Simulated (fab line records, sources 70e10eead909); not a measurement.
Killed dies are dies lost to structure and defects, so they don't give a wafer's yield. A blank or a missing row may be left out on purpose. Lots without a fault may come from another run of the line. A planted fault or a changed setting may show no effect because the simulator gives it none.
Which tool did it? | flow nand_harc | 24 lots, 72 wafers sampled, at 6 steps of a route of 1302

WHAT THE GAUGES READ, wafer by wafer
NHARC_A_SGD_CUT_CD_MEAS_09: target cd 100 nm.
lot  | measured     | on        | cd_nm (nm)
L075 | day 19 15:32 | cd_sem-02 | 101.4 99.9 100.2
L074 | day 19 15:43 | cd_sem-01 | 99.9 99.5 99.9
L076 | day 20 16:10 | cd_sem-03 | 100.0 100.6 98.9
L077 | day 20 15:51 | cd_sem-01 | 100.5 99.8 100.1
L078 | day 20 19:05 | cd_sem-01 | 100.3 101.2 101.4
L080 | day 21 02:02 | cd_sem-03 | 100.5 100.0 100.1
L079 | day 22 07:10 | cd_sem-02 | 100.5 99.3 99.4
L081 | day 22 22:11 | cd_sem-02 | 100.1 100.0 99.7
L082 | day 23 01:21 | cd_sem-02 | 99.5 99.8 100.1
L083 | day 22 22:26 | cd_sem-02 | 99.5 99.5 100.3
L084 | day 22 21:50 | cd_sem-01 | 99.5 100.0 99.2
L085 | day 23 22:07 | cd_sem-03 | 100.1 99.4 99.5
L086 | day 23 22:43 | cd_sem-03 | 100.4 100.5 101.2
L087 | day 24 20:13 | cd_sem-03 | 100.3 99.0 99.9
L088 | day 24 20:04 | cd_sem-02 | 100.6 99.7 100.1
L089 | day 25 17:28 | cd_sem-02 | 99.4 100.4 100.9
L090 | day 26 02:44 | cd_sem-01 | 99.6 99.6 99.7
L092 | day 26 02:23 | cd_sem-03 | 99.4 100.2 100.4
L091 | day 26 02:33 | cd_sem-02 | 100.2 99.8 99.8
L093 | day 27 01:21 | cd_sem-03 | 100.5 101.1 101.2
L094 | day 27 23:06 | cd_sem-02 | 100.8 100.0 101.0
L096 | day 28 08:49 | cd_sem-02 | 100.4 100.4 100.0
L095 | day 28 14:05 | cd_sem-02 | 100.1 100.3 100.8
L097 | day 29 10:00 | cd_sem-02 | 100.5 101.1 99.7

NHARC_A_SLIT_CD_MEAS_09: target cd 300 nm.
lot  | measured     | on        | cd_nm (nm)
L075 | day 20 07:27 | cd_sem-01 | 299.0 300.5 299.7
L074 | day 20 09:03 | cd_sem-01 | 299.5 299.8 300.0
L076 | day 21 03:59 | cd_sem-01 | 300.4 300.4 300.5
L077 | day 21 05:35 | cd_sem-02 | 300.2 300.6 300.0
L078 | day 21 05:49 | cd_sem-03 | 300.6 300.1 299.9
L080 | day 21 16:20 | cd_sem-01 | 300.5 300.0 299.6
L079 | day 22 21:31 | cd_sem-03 | 299.9 299.6 299.1
L081 | day 23 10:57 | cd_sem-03 | 298.8 299.3 298.6
L082 | day 23 13:38 | cd_sem-01 | 300.3 299.3 300.2
L083 | day 23 11:41 | cd_sem-02 | 299.9 300.0 299.9
L084 | day 23 09:46 | cd_sem-03 | 300.0 300.1 299.7
L085 | day 24 11:41 | cd_sem-02 | 300.9 300.1 300.3
L086 | day 24 10:03 | cd_sem-03 | 300.8 300.7 300.6
L087 | day 25 09:15 | cd_sem-03 | 300.3 300.2 300.0
L088 | day 25 09:23 | cd_sem-02 | 299.7 299.9 299.7
L089 | day 26 07:50 | cd_sem-03 | 300.2 300.1 300.2
L090 | day 26 19:08 | cd_sem-02 | 300.1 300.5 299.9
L092 | day 26 15:16 | cd_sem-01 | 299.5 299.9 300.1
L091 | day 26 18:44 | cd_sem-01 | 300.0 299.6 300.0
L093 | day 27 13:23 | cd_sem-01 | 299.4 300.6 299.4
L094 | day 28 14:26 | cd_sem-02 | 299.4 298.5 298.9
L096 | day 28 21:23 | cd_sem-01 | 301.0 301.1 300.7
L095 | day 29 10:07 | cd_sem-01 | 299.3 298.7 299.2
L097 | day 29 21:14 | cd_sem-03 | 300.8 300.1 299.8

WHICH TOOL RAN EACH LOT (tool, then ch and the chambers of the sampled wafers, then the start)
lot  | NHARC_A_STAIRCASE_ALD_420        | NHARC_A_STAIRCASE_DEP_325       | NHARC_A_STAIRCASE_CMP_450     | NHARC_A_STAIRCASE_CMP_472
L075 | ald_hk-03 ch 1,2,3, day 17 16:47 | pecvd-02 ch 1,2, day 18 21:48   | cmp-02 ch 0,1,3, day 19 12:55 | cmp-02 ch 1,2,3, day 19 14:36
L074 | ald_hk-03 ch 2,3, day 17 17:37   | pecvd-03 ch 1,2, day 18 21:37   | cmp-01 ch 0,1,3, day 19 13:05 | cmp-01 ch 0,2,3, day 19 14:37
L076 | ald_hk-04 ch 1,3, day 18 19:10   | pecvd-03 ch 0,1, day 19 20:25   | cmp-01 ch 0,1,2, day 20 13:35 | cmp-04 ch 0,1,3, day 20 15:02
L077 | ald_hk-03 ch 0,2,3, day 18 22:10 | pecvd-02 ch 1,2, day 19 20:31   | cmp-04 ch 1,2,3, day 20 13:17 | cmp-04 ch 0,1, day 20 14:43
L078 | ald_hk-03 ch 0,1, day 19 01:56   | pecvd-03 ch 0,2, day 20 00:45   | cmp-02 ch 0,2,3, day 20 16:40 | cmp-02 ch 2,3, day 20 18:05
L080 | ald_hk-03 ch 0,1, day 19 09:52   | pecvd-03 ch 0,1,2, day 20 10:20 | cmp-01 ch 0,1,3, day 20 23:32 | cmp-02 ch 0,2,3, day 21 01:03
L079 | ald_hk-03 ch 0,2,3, day 20 05:23 | pecvd-02 ch 1,2, day 21 07:50   | cmp-04 ch 0,3, day 22 04:33   | cmp-04 ch 0,2,3, day 22 06:05
L081 | ald_hk-04 ch 0,3, day 20 21:10   | pecvd-03 ch 0,1, day 22 05:18   | cmp-02 ch 0,1,2, day 22 19:32 | cmp-01 ch 0,1,2, day 22 21:02
L082 | ald_hk-03 ch 0,2,3, day 20 21:19 | pecvd-02 ch 0,1, day 22 05:52   | cmp-01 ch 0,1, day 22 22:52   | cmp-04 ch 1,2,3, day 23 00:23
L083 | ald_hk-04 ch 0,1,2, day 20 23:21 | pecvd-04 ch 1,2, day 22 05:17   | cmp-04 ch 1,3, day 22 19:50   | cmp-02 ch 2,3, day 22 21:18
L084 | ald_hk-03 ch 1,2,3, day 20 23:39 | pecvd-02 ch 0,2, day 22 05:17   | cmp-01 ch 1,2, day 22 19:15   | cmp-02 ch 2,3, day 22 20:51
L085 | ald_hk-01 ch 0,1,2, day 22 04:25 | pecvd-03 ch 0,1,2, day 23 05:34 | cmp-01 ch 0,2,3, day 23 19:30 | cmp-01 ch 0,1,2, day 23 20:59
L086 | ald_hk-03 ch 0,1,2, day 22 06:19 | pecvd-02 ch 0,2, day 23 05:34   | cmp-04 ch 0,2, day 23 19:47   | cmp-02 ch 0,1, day 23 21:42
L087 | ald_hk-01 ch 1,2,3, day 23 05:20 | pecvd-04 ch 1,2, day 24 04:08   | cmp-04 ch 0,1, day 24 17:37   | cmp-02 ch 0,1,2, day 24 19:07
L088 | ald_hk-03 ch 0,2,3, day 23 07:37 | pecvd-02 ch 0,1,2, day 24 03:59 | cmp-01 ch 0,2,3, day 24 17:29 | cmp-04 ch 0,1,2, day 24 18:55
L089 | ald_hk-03 ch 0,2,3, day 23 20:14 | pecvd-03 ch 1,2, day 24 22:31   | cmp-04 ch 0,3, day 25 14:24   | cmp-02 ch 0,1,3, day 25 16:22
L090 | ald_hk-01 ch 0,3, day 24 08:15   | pecvd-02 ch 0,1,2, day 25 10:22 | cmp-04 ch 0,1, day 26 00:08   | cmp-02 ch 0,1,3, day 26 01:37
L092 | ald_hk-01 ch 0,1,3, day 24 10:53 | pecvd-03 ch 1,2, day 25 10:16   | cmp-02 ch 1,2, day 25 23:45   | cmp-01 ch 1,2, day 26 01:12
L091 | ald_hk-04 ch 1,2,3, day 24 12:52 | pecvd-04 ch 0,1, day 25 10:16   | cmp-04 ch 0,1, day 25 23:55   | cmp-04 ch 1,2,3, day 26 01:26
L093 | ald_hk-04 ch 1,2, day 25 09:05   | pecvd-03 ch 0,2, day 26 09:31   | cmp-04 ch 1,2, day 26 22:41   | cmp-04 ch 0,3, day 27 00:13
L094 | ald_hk-03 ch 0,2,3, day 26 04:57 | pecvd-03 ch 0,1,2, day 27 04:29 | cmp-02 ch 0,2,3, day 27 20:29 | cmp-04 ch 1,2,3, day 27 21:58
L096 | ald_hk-01 ch 0,2,3, day 26 10:59 | pecvd-02 ch 0,2, day 27 14:31   | cmp-01 ch 0,1, day 28 06:08   | cmp-04 ch 2,3, day 28 07:41
L095 | ald_hk-01 ch 0,1,3, day 26 17:34 | pecvd-04 ch 0,1,2, day 27 21:38 | cmp-01 ch 0,2,3, day 28 11:31 | cmp-02 ch 0,1,2, day 28 13:02
L097 | ald_hk-01 ch 0,2,3, day 27 14:18 | pecvd-02 ch 0,1,2, day 28 16:45 | cmp-02 ch 2,3, day 29 07:18   | cmp-04 ch 0,1, day 29 08:54
- NHARC_A_STAIRCASE_ALD_420: deposits SiO2, target thk 20 nm, pulse time 6 s, ald cycles 200.
- NHARC_A_STAIRCASE_DEP_325: deposits SiO2, target thk 7200 nm.
- NHARC_A_STAIRCASE_CMP_450: polishes SiO2, target thk 200 nm.
- NHARC_A_STAIRCASE_CMP_472: polishes SiO2.

WHAT THE TOOLS THEMSELVES READ (means of the sampled wafers that have a number; where no wafer has one, the mark that the record gives instead)
NHARC_A_STAIRCASE_ALD_420.
lot  | tool      | heater_power_w (W) | precursor_pulse_height_rel
L075 | ald_hk-03 | 466                | 1.019
L074 | ald_hk-03 | 443                | 0.985
L076 | ald_hk-04 | 465                | 1.003
L077 | ald_hk-03 | 465                | 1.011
L078 | ald_hk-03 | 500                | 1.012
L080 | ald_hk-03 | 492                | 0.998
L079 | ald_hk-03 | 462                | 1.010
L081 | ald_hk-04 | 465                | 1.005
L082 | ald_hk-03 | 466                | 0.988
L083 | ald_hk-04 | 501                | 0.989
L084 | ald_hk-03 | 461                | 0.994
L085 | ald_hk-01 | 464                | 0.972
L086 | ald_hk-03 | 500                | 1.006
L087 | ald_hk-01 | 477                | 1.010
L088 | ald_hk-03 | 467                | 1.002
L089 | ald_hk-03 | 471                | 0.990
L090 | ald_hk-01 | 479                | 0.989
L092 | ald_hk-01 | 489                | 0.987
L091 | ald_hk-04 | 488                | 1.007
L093 | ald_hk-04 | 519                | 1.002
L094 | ald_hk-03 | 458                | 0.998
L096 | ald_hk-01 | 466                | 1.006
L095 | ald_hk-01 | 492                | 0.987
L097 | ald_hk-01 | 466                | 0.993

NHARC_A_STAIRCASE_DEP_325.
lot  | tool     | heater_power_w (W)
L075 | pecvd-02 | 656
L074 | pecvd-03 | 703
L076 | pecvd-03 | 712
L077 | pecvd-02 | 650
L078 | pecvd-03 | 665
L080 | pecvd-03 | 690
L079 | pecvd-02 | 680
L081 | pecvd-03 | 720
L082 | pecvd-02 | 655
L083 | pecvd-04 | 654
L084 | pecvd-02 | 586
L085 | pecvd-03 | 743
L086 | pecvd-02 | 664
L087 | pecvd-04 | 581
L088 | pecvd-02 | 677
L089 | pecvd-03 | 716
L090 | pecvd-02 | 638
L092 | pecvd-03 | 649
L091 | pecvd-04 | 667
L093 | pecvd-03 | 692
L094 | pecvd-03 | 714
L096 | pecvd-02 | 561
L095 | pecvd-04 | 723
L097 | pecvd-02 | 609

NHARC_A_STAIRCASE_CMP_450.
lot  | tool   | motor_current_A (A)
L075 | cmp-02 | 11.6
L074 | cmp-01 | 11.4
L076 | cmp-01 | 11.5
L077 | cmp-04 | 11.7
L078 | cmp-02 | 11.8
L080 | cmp-01 | 11.1
L079 | cmp-04 | 13.7
L081 | cmp-02 | 11.0
L082 | cmp-01 | 12.0
L083 | cmp-04 | 14.0
L084 | cmp-01 | 11.7
L085 | cmp-01 | 11.1
L086 | cmp-04 | 11.2
L087 | cmp-04 | 11.2
L088 | cmp-01 | 10.9
L089 | cmp-04 | 14.9
L090 | cmp-04 | 12.0
L092 | cmp-02 | 11.2
L091 | cmp-04 | 10.8
L093 | cmp-04 | 9.8
L094 | cmp-02 | 12.2
L096 | cmp-01 | 12.3
L095 | cmp-01 | 10.9
L097 | cmp-02 | 12.3

NHARC_A_STAIRCASE_CMP_472.
lot  | tool   | motor_current_A (A)
L075 | cmp-02 | 11.6
L074 | cmp-01 | 11.0
L076 | cmp-04 | 13.1
L077 | cmp-04 | 12.0
L078 | cmp-02 | 11.8
L080 | cmp-02 | 12.2
L079 | cmp-04 | 12.3
L081 | cmp-01 | 11.2
L082 | cmp-04 | 11.4
L083 | cmp-02 | 12.4
L084 | cmp-02 | 12.9
L085 | cmp-01 | 11.4
L086 | cmp-02 | 10.4
L087 | cmp-02 | 11.1
L088 | cmp-04 | 11.2
L089 | cmp-02 | 11.5
L090 | cmp-02 | 11.6
L092 | cmp-01 | 11.3
L091 | cmp-04 | 12.2
L093 | cmp-04 | 13.8
L094 | cmp-04 | 11.8
L096 | cmp-04 | 11.9
L095 | cmp-02 | 10.7
L097 | cmp-04 | 11.0

THE ANSWER, worked out from the rows above alone
Rule: what is usual is taken from the lots themselves. Put in order of their means at a reading, lots are off if they are a third of the lots or fewer, leave a main group of 4 or more, and stand apart from it by a gap of 3 or more times the standard deviation of the main group's means; of several such gaps the widest counts. A main group whose means are all the same, to the digits that the tables above print for the reading, isn't used. A lot without any number at a reading at which 4 lots or more have one is off too. The other lots that the step has rows for count as sound. The gauges are gone through in route order, then the tools' own readings, and for those a lot's mean is taken as printed above. The first step at which some lot is off is used, and at that step the reading that is off furthest; a lot without a number counts as furthest.
No lot is off at any reading shown: from this, nothing can be told.

WHAT THE SIMULATOR HAD PUT IN
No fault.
